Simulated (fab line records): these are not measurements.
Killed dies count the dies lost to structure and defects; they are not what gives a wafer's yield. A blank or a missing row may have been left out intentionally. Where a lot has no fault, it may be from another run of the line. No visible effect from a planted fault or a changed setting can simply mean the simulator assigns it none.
fab line records	flow n5Finfet	part 1 of 2: steps 1 to 21 of 32
[record] lots = 5	wafers = 15	lastDay = 15
route steps=1938 shown BEOL_M10@1492
lots with no fault: from the same line, run without faults
startH: start of the lot's first displayed wafer, in hours after the record's first day	waitH: how many hours have passed since the lot's step before this one	" same as the row above	L1.1+2: a single row standing in for several wafers	- either no value or no given start	* or withheld: withheld	< > ~ a bound
route shown NAME@n: names a module that has steps shown in the file, with the first one's number in the route	usual: mean/standard deviation taken from wafers without a fault	same: alike in all rows	chamber/n: place in a boat	sites: each site's reading	_std_site: their standard deviation	_edge_site: inner sites' mean taken away from outer sites' mean	radiusMm: how far each site lies from the wafer's centre	mask NAME#n: copy n	behind: the most recent tool/chamber to have shaped the wafer	hold: the reason the lot was held/the length of the hold in hours/how it ended	device: the n, p or np transistor that did not switch	end of line: at the end of the route, the tests of the same wafers	a step with no rows: only its recipe	killed: dies lost to structure and defects at the first sort, not the wafer's yield	map: the dies of a wafer, with x for killed, . for not killed, _ for no die there
set.NAME: the setting as run; set.NAME@STEP: as run at that earlier step	model.NAME: the simulator's own value behind a step, which no gauge read
lots at some steps of the route; a table a step, a row a wafer
services: from which hour (startH, from the record's first day; less than 0 if before it) a tool's chamber was out of use, for how many hours, and why
[[steps]]
[step N5_BEOL_M10_STRIP_19]
[recipe] chemistry = O2	powerW = 400	tempC = 40	pressureMtorr = 30	rfFrequencyHz = 6e+07	biasPowerW = 0	overashFraction = 0.2	o2FlowSccm = 225
[usual] drypumpMotorCurrentA = 5.7/0.48	oesProductAu = 0.82/0.08	rfVppV = 3.7/0.64	showerheadPlenumPTorr = 2.08/0.075	throttleValvePct = 16.64/0.26
lot.wafer	tool	chamber	startH	waitH	drypumpMotorCurrentA	oesProductAu	rfHoursCounterH	rfVppV	showerheadPlenumPTorr	throttleValvePct
L076.2	rieDiel-06	3	233.00	0.3	5.6	0.80	106	3.3	2.02	16.72
L076.4	"	0	"	"	5.7	0.85	73	4.0	2.22	16.53
L076.6	"	0	"	"	5.7	0.83	-	3.5	2.22	16.52
L079.3	rieDiel-06	2	234.56	0.1	5.6	0.70	226	4.5	2.16	17.15
L079.5	"	1	"	"	6.2	0.91	-	3.7	2.05	16.40
L079.6	"	2	"	"	5.5	0.70	-	2.9	2.16	17.14
L082.2	rieDiel-06	2	261.50	0.1	5.6	0.69	235	3.3	2.15	17.15
L082.3	"	3	"	"	5.6	0.79	116	3.6	2.01	16.75
L082.5	"	0	"	"	5.7	0.82	-	2.7	2.22	16.54
L084.4	rieDiel-01	0	265.38	0.1	4.7	0.70	237	3.8	2.05	16.62
L084.5	"	3	"	"	5.4	0.85	-	3.9	2.02	16.43
L084.6	"	2	"	"	6.2	0.89	-	3.9	2.12	16.48
L089.2	rieDiel-01	3	295.35	0.1	5.4	0.84	68	2.6	2.02	16.44
L089.5	"	0	"	"	4.7	0.69	-	3.5	2.04	16.60
L089.6	"	1	"	"	5.0	0.69	-	2.5	2.01	17.30
[step N5_BEOL_M10_CD_MEAS_18]
[recipe] pitchNm = 140	targetCdNm = 70
[usual] cdNm = 70.3/0.55
lot.wafer	tool	chamber	startH	waitH	cdNm
L076.2	cdSem-02	-	233.07	0.1	70.3
L076.4	"	-	"	"	70.0
L076.6	"	-	"	"	70.4
L079.3	cdSem-02	-	234.63	0.1	70.4
L079.5	"	-	"	"	68.6
L079.6	"	-	"	"	69.3
L082.2	cdSem-02	-	261.57	0.1	70.6
L082.3	"	-	"	"	70.6
L082.5	"	-	"	"	71.1
L084.4	cdSem-01	-	265.45	0.1	69.6
L084.5	"	-	"	"	70.2
L084.6	"	-	"	"	69.9
L089.2	cdSem-01	-	295.42	0.1	71.2
L089.5	"	-	"	"	71.3
L089.6	"	-	"	"	70.4
[step N5_BEOL_M10_COAT_63]
[recipe] resist = SOC	tempC = 250	timeS = 60	spinRpm = 1500	resistThkNm = 100
lot.wafer	tool	chamber	startH	waitH
L076.2+4+6	lithoTrack-04	0	233.10	0.0
L079.3+5+6	lithoTrack-01	0	234.95	0.3
L082.2+3+5	lithoTrack-01	0	261.62	0.0
L084.4+5+6	lithoTrack-01	0	266.56	1.1
L089.2+5+6	lithoTrack-03	0	296.63	1.2
[step N5_BEOL_M10_COAT_64]
[recipe] resist = SiARC	tempC = 220	timeS = 60	spinRpm = 1500	resistThkNm = 30
lot.wafer	tool	chamber	startH	waitH
L076.2+4+6	lithoTrack-04	0	-	-
L079.3+5+6	lithoTrack-01	0	-	-
L082.2+3+5	lithoTrack-01	0	-	-
L084.4+5+6	lithoTrack-01	0	-	-
L089.2+5+6	lithoTrack-03	0	-	-
[step N5_BEOL_M10_COAT_22]
[recipe] resist = CAR-ArF	spinRpm = 1500	resistThkNm = 90
lot.wafer	tool	chamber	startH	waitH
L076.2+4+6	lithoTrack-04	0	-	-
L079.3+5+6	lithoTrack-01	0	-	-
L082.2+3+5	lithoTrack-01	0	-	-
L084.4+5+6	lithoTrack-01	0	-	-
L089.2+5+6	lithoTrack-03	0	-	-
[step N5_BEOL_M10_EBR_24]
[recipe] solvent = PGMEA	ebrWidthMm = 1.5
lot.wafer	tool	chamber	startH	waitH
L076.2+4+6	lithoTrack-04	0	-	-
L079.3+5+6	lithoTrack-01	0	-	-
L082.2+3+5	lithoTrack-01	0	-	-
L084.4+5+6	lithoTrack-01	0	-	-
L089.2+5+6	lithoTrack-03	0	-	-
[step N5_BEOL_M10_SOFTBAKE_23]
[recipe] tempC = 110	timeS = 60	resist = CAR-ArF
lot.wafer	tool	chamber	startH	waitH
L076.2+4+6	lithoTrack-04	0	-	-
L079.3+5+6	lithoTrack-01	0	-	-
L082.2+3+5	lithoTrack-01	0	-	-
L084.4+5+6	lithoTrack-01	0	-	-
L089.2+5+6	lithoTrack-03	0	-	-
[step N5_BEOL_M10_EXPOSE_25]
[recipe] maskId = V9	na = 1.35	sourceShape = annular	sigmaInner = 0.5	sigmaOuter = 0.8	polarization = unpolarized	doseMj = 85.5
[usual] exposureDoseMJCm2 = 85.43/0.084	stageVelMmS = 500.06/0.26
lot.wafer	tool	chamber	startH	waitH	mask	exposureDoseMJCm2	stageVelMmS
L076.2	arfiScanner-03	0	233.23	-	V9#0	85.47	500.36
L076.4	"	0	"	"	V9#0	85.53	500.47
L076.6	"	0	"	"	V9#0	85.49	500.10
L079.3	arfiScanner-01	0	235.21	-	V9#0	85.43	499.87
L079.5	"	0	"	"	V9#0	85.49	499.78
L079.6	"	0	"	"	V9#0	85.50	500.23
L082.2	arfiScanner-02	0	261.87	-	V9#0	85.42	499.42
L082.3	"	0	"	"	V9#0	85.28	499.80
L082.5	"	0	"	"	V9#0	85.41	500.13
L084.4	arfiScanner-02	0	266.70	-	V9#0	85.47	500.14
L084.5	"	0	"	"	V9#0	85.56	500.09
L084.6	"	0	"	"	V9#0	85.38	500.20
L089.2	arfiScanner-03	0	296.92	-	V9#0	85.36	500.11
L089.5	"	0	"	"	V9#0	85.37	500.16
L089.6	"	0	"	"	V9#0	85.41	499.85
[step N5_BEOL_M10_PEB_26]
[recipe] pebTempC = withheld	pebTimeS = 60	resist = CAR-ArF
lot.wafer	tool	chamber	startH	waitH
L076.2+4+6	lithoTrack-03	0	233.29	0.1
L079.3+5+6	lithoTrack-03	0	235.26	0.0
L082.2+3+5	lithoTrack-01	0	261.93	0.1
L084.4+5+6	lithoTrack-03	0	266.74	0.0
L089.2+5+6	lithoTrack-04	0	296.98	0.1
[step N5_BEOL_M10_DEVELOP_27]
[recipe] developTimeS = 30	developer = TMAH	resist = CAR-ArF	rinseLiquid = diw	dry = airSpin	devTempC = 23
lot.wafer	tool	chamber	startH	waitH
L076.2+4+6	lithoTrack-03	0	-	-
L079.3+5+6	lithoTrack-03	0	-	-
L082.2+3+5	lithoTrack-01	0	-	-
L084.4+5+6	lithoTrack-03	0	-	-
L089.2+5+6	lithoTrack-04	0	-	-
[step N5_BEOL_M10_CD_MEAS_28]
[recipe] targetCdNm = 70	landingEnergyEv = 500	detector = seInlens	polarity = opening
[usual] cdNm = 70.5/0.97
lot.wafer	tool	chamber	startH	waitH	cdNm
L076.2	cdSem-01	0	233.35	-	71.1
L076.4	"	0	"	"	70.1
L076.6	"	0	"	"	71.1
L079.3	cdSem-01	0	235.33	-	70.6
L079.5	"	0	"	"	68.2
L079.6	"	0	"	"	70.4
L082.2	cdSem-01	0	261.99	-	70.7
L082.3	"	0	"	"	71.4
L082.5	"	0	"	"	70.8
L084.4	cdSem-01	0	266.81	-	72.2
L084.5	"	0	"	"	71.7
L084.6	"	0	"	"	71.6
L089.2	cdSem-01	0	297.05	-	70.8
L089.5	"	0	"	"	69.9
L089.6	"	0	"	"	71.5
[step N5_BEOL_M10_OVL_MEAS_29]
[recipe] pointsPerWafer = 44
[usual] V9_OVL = -0.3/0.62
lot.wafer	tool	chamber	startH	waitH	V9_OVL[nm]
L076.2	overlay-02	0	233.38	0.0	0.1
L076.4	"	0	"	"	-0.2
L076.6	"	0	"	"	-0.3
L079.3	overlay-02	0	235.36	0.0	-0.3
L079.5	"	0	"	"	-0.2
L079.6	"	0	"	"	0.1
L082.2	overlay-02	0	262.02	0.0	0.3
L082.3	"	0	"	"	0.3
L082.5	"	0	"	"	0.5
L084.4	overlay-02	0	266.84	0.0	-0.1
L084.5	"	0	"	"	0.4
L084.6	"	0	"	"	0.7
L089.2	overlay-02	0	297.07	0.0	-1.2
L089.5	"	0	"	"	-1.5
L089.6	"	0	"	"	-1.7
[step N5_BEOL_M10_INSPECT_30]
[recipe] mode = adi	inspectInstrument = brightfield
[usual] rawDefectCount = 361/87
lot.wafer	tool	chamber	startH	waitH	rawDefectCount
L076.2	defectInspect-01	-	233.41	0.0	292
L076.4	"	-	"	"	348
L076.6	"	-	"	"	344
L079.3	defectInspect-01	-	235.38	0.0	307
L079.5	"	-	"	"	236
L079.6	"	-	"	"	184
L082.2	defectInspect-01	-	262.05	0.0	498
L082.3	"	-	"	"	363
L082.5	"	-	"	"	432
L084.4	defectInspect-01	-	266.86	0.0	261
L084.5	"	-	"	"	279
L084.6	"	-	"	"	318
L089.2	defectInspect-02	-	297.10	0.0	278
L089.5	"	-	"	"	300
L089.6	"	-	"	"	323
[step N5_BEOL_M10_DESCUM_33]
[recipe] chemistry = O2	timeS = 7.9	sourcePowerW = 50	biasPowerW = 20	pressureMtorr = 20	rfFrequencyHz = 2.712e+07	tempC = 40	resist = CAR-ArF	o2FlowSccm = 225
[usual] drypumpMotorCurrentA = 5.7/0.47	oesProductAu = 0.81/0.076	rfVppV = 242.9/1.5	showerheadPlenumPTorr = 2.08/0.076	throttleValvePct = 20.44/0.29
lot.wafer	tool	chamber	startH	waitH	drypumpMotorCurrentA	oesProductAu	rfHoursCounterH	rfVppV	showerheadPlenumPTorr	throttleValvePct
L076.2	rieDiel-01	0	234.13	0.7	4.7	0.71	224	244.3	2.05	20.21
L076.4	"	2	"	"	6.2	0.90	26	243.0	2.13	20.24
L076.6	"	1	"	"	5.0	0.70	-	242.1	2.02	21.13
L079.3	rieDiel-01	3	235.41	0.0	5.4	0.85	54	244.3	2.02	20.21
L079.5	"	2	"	"	6.2	0.90	-	244.7	2.13	20.25
L079.6	"	3	"	"	5.4	0.84	-	241.8	2.02	20.21
L082.2	rieDiel-01	2	262.19	0.1	6.2	0.87	39	243.9	2.12	20.26
L082.3	"	0	"	"	4.7	0.71	236	244.2	2.04	20.24
L082.5	"	0	"	"	4.7	0.71	-	243.1	2.04	20.24
L084.4	rieDiel-06	2	266.89	0.0	5.6	0.68	237	244.2	2.15	20.91
L084.5	"	3	"	"	5.6	0.78	-	241.1	2.01	20.52
L084.6	"	0	"	"	5.7	0.82	-	245.2	2.21	20.29
L089.2	rieDiel-06	1	297.19	0.1	6.2	0.87	53	242.5	2.04	20.17
L089.5	"	3	"	"	5.6	0.79	-	241.3	2.00	20.54
L089.6	"	2	"	"	5.6	0.68	-	244.6	2.15	20.94
[step N5_BEOL_M10_ETCH_65]
[recipe] chemistry = CF4	target = SiARC	targetDepthA = 390	maskMaterial = CAR-ArF	timeS = 65	ionEnergyEv = 80	pressureMtorr = 40	sourceW = 545	biasW = 36	Ar_flow_sccm = 100	cf4FlowSccm = 100	ends = cleared
[usual] drypumpMotorCurrentA = 5.7/0.47	etchRfOnTimeS = 64.0/1.6	oesProductAu = 0.69/0.064	rfVppV = 183.8/1.2	showerheadPlenumPTorr = 2.13/0.074	throttleValvePct = 15.62/0.22
lot.wafer	tool	chamber	startH	waitH	drypumpMotorCurrentA	etchRfOnTimeS	oesProductAu	rfHoursCounterH	rfVppV	showerheadPlenumPTorr	throttleValvePct
L076.2	rieDiel-01	0	234.17	0.0	4.7	65.1	0.61	224	183.3	2.11	15.59
L076.4	"	2	"	"	6.2	64.5	0.77	26	184.9	2.19	15.47
L076.6	"	1	"	"	5.0	65.6	0.60	-	182.5	2.04	16.02
L079.3	rieDiel-01	3	235.45	0.0	5.3	66.0	0.73	54	182.0	2.09	15.42
L079.5	"	2	"	"	6.2	65.9	0.76	-	184.9	2.19	15.47
L079.6	"	3	"	"	5.4	66.6	0.73	-	183.2	2.09	15.42
L082.2	rieDiel-01	2	262.22	0.0	6.2	65.8	0.74	39	183.0	2.19	15.48
L082.3	"	0	"	"	4.7	66.2	0.60	236	184.8	2.10	15.63
L082.5	"	0	"	"	4.7	65.3	0.60	-	183.0	2.10	15.64
L084.4	rieDiel-06	2	266.93	0.0	5.5	63.6	0.59	237	184.7	2.19	16.04
L084.5	"	3	"	"	5.6	61.3	0.67	-	183.7	2.06	15.68
L084.6	"	0	"	"	5.7	61.6	0.71	-	185.3	2.25	15.43
L089.2	rieDiel-06	1	297.23	0.0	6.3	61.1	0.75	53	182.6	2.09	15.41
L089.5	"	3	"	"	5.6	61.5	0.66	-	181.6	2.06	15.73
L089.6	"	2	"	"	5.6	64.1	0.59	-	185.5	2.18	16.06
[step N5_BEOL_M10_ETCH_66]
[recipe] chemistry = N2/H2	target = SOC	targetDepthA = 1200	overetchA = 240	maskMaterial = SiARC	tempC = 40	timeS = 180	ionEnergyEv = 200	pressureMtorr = 30	sourceW = 840	biasW = 150	n2FlowSccm = 200	h2FlowSccm = 200
[usual] drypumpMotorCurrentA = 5.7/0.47	n2FlowSccm = 200.0/0.59	oesProductAu = 0.65/0.058	rfVppV = 523.5/2.6	showerheadPlenumPTorr = 2.53/0.092	throttleValvePct = 17.84/0.29
lot.wafer	tool	chamber	startH	waitH	drypumpMotorCurrentA	n2FlowSccm	oesProductAu	rfHoursCounterH	rfVppV	showerheadPlenumPTorr	throttleValvePct
L076.2	rieDiel-01	0	234.22	0.0	4.7	200.9	0.58	224	522.7	2.52	17.81
L076.4	"	2	"	"	6.2	199.9	0.73	26	523.6	2.59	17.65
L076.6	"	1	"	"	5.0	200.5	0.58	-	520.3	2.44	18.42
L079.3	rieDiel-01	3	235.50	0.0	5.4	200.2	0.70	54	523.1	2.45	17.64
L079.5	"	2	"	"	6.2	200.3	0.73	-	525.0	2.59	17.65
L079.6	"	3	"	"	5.4	200.5	0.70	-	521.4	2.45	17.63
L082.2	rieDiel-01	2	262.27	0.0	6.2	199.3	0.70	39	524.5	2.58	17.67
L082.3	"	0	"	"	4.7	199.7	0.56	236	522.8	2.52	17.84
L082.5	"	0	"	"	4.7	199.9	0.57	-	523.3	2.52	17.82
L084.4	rieDiel-06	2	266.98	0.0	5.6	199.9	0.55	237	525.3	2.62	18.41
L084.5	"	3	"	"	5.6	199.5	0.62	-	521.7	2.46	17.96
L084.6	"	0	"	"	5.7	199.9	0.66	-	526.6	2.68	17.61
L089.2	rieDiel-06	1	297.28	0.0	6.3	200.1	0.69	53	521.5	2.47	17.47
L089.5	"	3	"	"	5.6	199.6	0.61	-	519.9	2.45	17.99
L089.6	"	2	"	"	5.6	199.9	0.55	-	526.1	2.61	18.44
[step N5_BEOL_M10_STRIP_69]
[recipe] chemistry = N2/H2	tempC = 40	n2FlowSccm = 200	h2FlowSccm = 200	rfFrequencyHz = 6e+07
lot.wafer	tool	chamber	startH	waitH
L076.2+4+6	rieDiel-01	0,2,1	234.33	0.1
L079.3+5+6	rieDiel-01	3,2,3	235.61	0.1
L082.2+3+5	rieDiel-01	2,0,0	262.39	0.1
L084.4+5+6	rieDiel-06	2,3,0	267.09	0.1
L089.2+5+6	rieDiel-06	1,3,2	297.39	0.1
[step N5_BEOL_M10_VIA_ETCH_34]
[recipe] chemistry = C4F6/O2	target = SiCOH_lowk	targetDepthA = 1845	maskMaterial = SOC	taperDeg = 4	timeS = 69.2	ionEnergyEv = 250	pressureMtorr = 30	sourceW = 345	biasW = 185	Ar_flow_sccm = 300	C4F6_flow_sccm = 10	O2_flow_sccm = 10
[usual] drypumpMotorCurrentA = 5.7/0.47	oesProductAu = 0.81/0.076	rfVppV = 659/13	showerheadPlenumPTorr = 2.84/0.1	throttleValvePct = 20.96/0.25
lot.wafer	tool	chamber	startH	waitH	drypumpMotorCurrentA	oesProductAu	rfHoursCounterH	rfVppV	showerheadPlenumPTorr	throttleValvePct
L076.2	rieDiel-01	0	234.34	0.0	4.7	0.71	224	654	2.79	20.70
L076.4	"	2	"	"	6.2	0.90	27	660	2.91	20.83
L076.6	"	1	"	"	5.0	0.71	-	668	2.72	21.43
L079.3	rieDiel-01	3	235.62	0.0	5.4	0.86	55	682	2.77	20.77
L079.5	"	2	"	"	6.2	0.90	-	661	2.91	20.84
L079.6	"	3	"	"	5.4	0.86	-	684	2.77	20.76
L082.2	rieDiel-01	2	262.40	0.0	6.2	0.86	39	661	2.91	20.86
L082.3	"	0	"	"	4.7	0.70	236	655	2.78	20.69
L082.5	"	0	"	"	4.7	0.70	-	655	2.78	20.71
L084.4	rieDiel-06	2	267.10	0.0	5.5	0.68	237	640	2.92	21.39
L084.5	"	3	"	"	5.6	0.78	-	653	2.75	21.09
L084.6	"	0	"	"	5.7	0.82	-	661	3.01	20.84
L089.2	rieDiel-06	1	297.40	0.0	6.3	0.89	53	667	2.77	20.63
L089.5	"	3	"	"	5.6	0.78	-	652	2.75	21.10
L089.6	"	2	"	"	5.6	0.68	-	639	2.92	21.42
[step N5_BEOL_M10_STRIP_73]
[recipe] chemistry = C4F6/O2	resist = SiARC	rfFrequencyHz = 6e+07
lot.wafer	tool	chamber	startH	waitH
L076.2+4+6	rieDiel-01	0,2,1	234.39	0.0
L079.3+5+6	rieDiel-01	3,2,3	235.67	0.0
L082.2+3+5	rieDiel-01	2,0,0	262.45	0.0
L084.4+5+6	rieDiel-06	2,3,0	267.16	0.0
L089.2+5+6	rieDiel-06	1,3,2	297.46	0.0
[step N5_BEOL_M10_STRIP_36]
[recipe] chemistry = N2/H2	powerW = 450	tempC = 40	pressureMtorr = 20	rfFrequencyHz = 6e+07	overashFraction = 0.3	biasPowerW = 7	h2Frac = 0.5	n2FlowSccm = 200	h2FlowSccm = 200
[usual] drypumpMotorCurrentA = 5.7/0.47	n2FlowSccm = 200.0/0.59	oesProductAu = 0.81/0.077	rfVppV = 59.0/1.9	showerheadPlenumPTorr = 2.53/0.092	throttleValvePct = 23.7/0.37
lot.wafer	tool	chamber	startH	waitH	drypumpMotorCurrentA	n2FlowSccm	oesProductAu	rfHoursCounterH	rfVppV	showerheadPlenumPTorr	throttleValvePct
L076.2	rieDiel-01	0	234.40	0.0	4.7	199.9	0.71	224	61.2	2.52	23.5
L076.4	"	2	"	"	6.2	201.1	0.89	27	62.6	2.58	23.5
L076.6	"	1	"	"	5.0	200.4	0.70	-	61.9	2.43	24.4
L079.3	rieDiel-01	3	235.68	0.0	5.4	200.1	0.86	55	58.2	2.45	23.7
L079.5	"	2	"	"	6.2	199.9	0.88	-	56.5	2.58	23.5
L079.6	"	3	"	"	5.4	199.2	0.87	-	57.0	2.45	23.7
L082.2	rieDiel-01	2	262.46	0.0	6.2	200.7	0.88	39	59.1	2.58	23.5
L082.3	"	0	"	"	4.7	199.0	0.71	236	56.3	2.51	23.5
L082.5	"	0	"	"	4.7	199.9	0.72	-	58.4	2.51	23.5
L084.4	rieDiel-06	2	267.17	0.0	5.6	199.8	0.69	237	58.2	2.61	24.4
L084.5	"	3	"	"	5.6	199.5	0.80	-	60.3	2.45	23.8
L084.6	"	0	"	"	5.7	200.2	0.81	-	61.4	2.67	23.4
L089.2	rieDiel-06	1	297.47	0.0	6.3	200.6	0.87	53	59.2	2.47	23.1
L089.5	"	3	"	"	5.6	200.1	0.79	-	60.6	2.45	23.7
L089.6	"	2	"	"	5.6	199.5	0.69	-	60.5	2.61	24.4
[step N5_BEOL_M10_TRENCH_ETCH_37]
[recipe] chemistry = C4F6/O2	targetDepthA = 1488.3	target = SiCOH_lowk	timeS = 48	ionEnergyEv = 250	pressureMtorr = 30	sourceW = 345	biasW = 185	Ar_flow_sccm = 300	C4F6_flow_sccm = 10	O2_flow_sccm = 10
[usual] drypumpMotorCurrentA = 5.7/0.47	oesProductAu = 0.81/0.076	rfVppV = 659/13	showerheadPlenumPTorr = 2.84/0.1	throttleValvePct = 20.98/0.25
lot.wafer	tool	chamber	startH	waitH	drypumpMotorCurrentA	oesProductAu	rfHoursCounterH	rfVppV	showerheadPlenumPTorr	throttleValvePct
L076.2	rieDiel-01	0	-	-	4.7	0.71	224	654	2.79	20.71
L076.4	"	2	"	"	6.2	0.90	27	661	2.91	20.87
L076.6	"	1	"	"	5.1	0.71	-	669	2.72	21.45
L079.3	rieDiel-01	3	-	-	5.4	0.86	55	683	2.78	20.78
L079.5	"	2	"	"	6.2	0.90	-	661	2.91	20.86
L079.6	"	3	"	"	5.4	0.86	-	682	2.78	20.80
L082.2	rieDiel-01	2	-	-	6.2	0.87	39	662	2.90	20.88
L082.3	"	0	"	"	4.7	0.70	236	655	2.78	20.74
L082.5	"	0	"	"	4.7	0.70	-	655	2.78	20.72
L084.4	rieDiel-06	2	-	-	5.5	0.69	237	641	2.92	21.43
L084.5	"	3	"	"	5.6	0.80	-	652	2.75	21.11
L084.6	"	0	"	"	5.7	0.82	-	659	3.01	20.86
L089.2	rieDiel-06	1	-	-	6.3	0.87	53	668	2.77	20.66
L089.5	"	3	"	"	5.5	0.77	-	652	2.75	21.12
L089.6	"	2	"	"	5.6	0.68	-	640	2.92	21.43
